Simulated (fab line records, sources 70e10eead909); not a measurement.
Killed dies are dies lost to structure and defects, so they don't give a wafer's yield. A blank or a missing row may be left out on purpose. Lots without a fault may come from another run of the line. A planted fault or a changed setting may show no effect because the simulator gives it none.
Chamber matching | flow nand_harc | NHARC_P_M0_CMP_23 on cmp-03: 4 sister chambers
The step polishes, t overpolish 20 s, target thk 117.53 nm. 4 wafers are shown with their chamber, then 9 later ones without.

WAFERS WITH THEIR CHAMBER
wafer  | chamber | motor_current_A (A)
L080.5 | 1       | 14.8
L085.2 | 2       | 13.4
L085.4 | 3       | 10.1
L085.6 | 0       | 11.9

WAFERS WITHOUT THEIR CHAMBER
wafer  | motor_current_A (A)
L088.1 | 11.9
L088.3 | 13.1
L088.6 | 12.6
L092.1 | 14.2
L092.2 | 11.4
L092.5 | 15.1
L093.1 | 14.6
L093.3 | 10.2
L093.4 | 13.9

WHICH CHAMBER EACH WENT THROUGH
wafer  | from the rows above     | in truth
L088.1 | 0                       | 0
L088.3 | 2                       | 2
L088.6 | can't be placed: 0 or 2 | 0
L092.1 | can't be placed: 1 or 2 | 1
L092.2 | can't be placed: 0 or 3 | 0
L092.5 | 1                       | 1
L093.1 | 1                       | 1
L093.3 | 3                       | 3
L093.4 | can't be placed: 2 or 1 | 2
Placed correctly: 5 of 9. Can't be placed from these rows: 4 (the true chamber is among the candidates in 4). Placed wrongly: 0.
How it was worked out, from the rows above alone: a wafer's distance from a chamber is the root of the sum, over the readings, of the square of ((its reading less the chamber's mean) divided by the reading's scatter). The wafer belongs to the nearest chamber; if the next one is less than 2 further off, it can't be placed. A chamber's mean is the mean of its shown wafers. The scatter: with one shown wafer a chamber, the root of the mean of the squares of how far each hidden wafer lies from its nearest shown one.
